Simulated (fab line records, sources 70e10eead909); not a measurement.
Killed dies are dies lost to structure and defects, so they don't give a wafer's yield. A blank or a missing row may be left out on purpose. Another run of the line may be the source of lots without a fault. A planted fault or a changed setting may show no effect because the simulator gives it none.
Struck lot and sound lot, side by side || flow nand harc || 15 out of 1159 route steps
Sound: wafers L144.2, L144.3, L144.4. Struck: wafer L141.3 (left out: L141.4, a lot-mate that was not struck); the cause follows at the end.
For every step that has rows: the tool of each side, followed by ch and its chambers, followed by its first start. Under that, the readings that differ: sound wafers || struck wafers || difference of the means || sigmas: that difference in standard deviations of wafers without a fault.
alike: a reading whose means differ by less than 2 such deviations, as well as words and numbers matching on both sides. not compared: withheld readings; readings where some wafer has no value; bounds like >300 that might hide an equal value; numbers whose values overlap and for which the record gives no deviation.
Wherever a step has rows on one side only, a row that says differs or no value, or a row with sigmas, the two part there. Non-overlapping numbers with no deviation appear without sigmas and do not part them. A reading that every wafer of one side lacks parts them only if that side has two wafers or more.

first, 1 step without rows for these wafers: NHARC_A_ONON_D1_DEP_00 (target thk 1000 nm).
NHARC_A_ONON_D1_THK_MEAS_02: measures by ellipsometry.
  sound on film metro-01 at day 11 10:31; struck on film metro-02 at day 10 17:38
  alike: thk nm
then NHARC_A_ONON_D1_DEP_03 (target thk 1000 nm), 1 step lacking rows for these wafers.
NHARC_A_ONON_D1_THK_MEAS_05: measures by ellipsometry.
  sound on film metro-01 at day 11 11:05; struck on film metro-02 at day 10 18:13
  alike: thk nm
then NHARC_A_ONON_D1_DEP_06 (target thk 1000 nm), 1 step lacking rows for these wafers.
NHARC_A_ONON_D1_THK_MEAS_08: measures by ellipsometry.
  sound on film metro-02 at day 11 11:39; struck on film metro-02 at day 10 18:47
  alike: thk nm
then NHARC_A_ONON_D1_DEP_09 (target thk 1000 nm), 1 step lacking rows for these wafers.
NHARC_A_ONON_D1_THK_MEAS_11: measures by ellipsometry.
  sound on film metro-02 at day 11 12:13; struck on film metro-02 at day 10 19:21
  alike: thk nm
then NHARC_A_ONON_D1_DEP_12 (target thk 1000 nm), 1 step lacking rows for these wafers.
NHARC_A_ONON_D1_THK_MEAS_14: measures by ellipsometry.
  sound on film metro-01 at day 11 12:47; struck on film metro-02 at day 10 19:57
  alike: thk nm
then, 1 step without rows for these wafers: NHARC_A_ONON_D1_ANNEAL_15 (time 3600 s).
NHARC_A_ONON_D1_DEP_16: target thk 1000 nm.
  sound on pecvd onon-01 ch 0, day 11 20:21; struck on pecvd onon-03 ch 0, day 11 02:35
  alike: sih4 flow sccm
NHARC_A_ONON_D1_THK_MEAS_18: measures by ellipsometry.
  sound on film metro-02 at day 11 20:49; struck on film metro-02 at day 11 02:59
{"reading": "thk nm (nm)", "sound": "1007 1007 1007", "struck": 1555, "difference": "+548", "sigmas": "+55"}
then NHARC_A_ONON_D1_DEP_19 (target thk 1000 nm), 1 step lacking rows for these wafers.
-- break in the record here, with 11 days between the starts of the struck wafers on either side (left off in module A_ONON_D1, picked up again in module END, where the first step shown is number 1159 on the route) --
NHARC_END_SORT_01:
  sound on prober-02 ch 0, day 23 14:57; struck on prober-02 ch 0, day 22 03:41
{"reading": "killed at array", "sound": "30 33 38", "struck": 675, "difference": "+641", "sigmas": "+64"}
{"reading": "killed dies", "sound": "32 35 40", "struck": 677, "difference": "+641", "sigmas": "+58"}
  alike: killed at other, killed at periphery, killed open, killed short

== WHERE THEY PART ==
First at NHARC_A_ONON_D1_THK_MEAS_18; last, within this record, at NHARC_END_SORT_01.

WHY: what had been put in by the simulator
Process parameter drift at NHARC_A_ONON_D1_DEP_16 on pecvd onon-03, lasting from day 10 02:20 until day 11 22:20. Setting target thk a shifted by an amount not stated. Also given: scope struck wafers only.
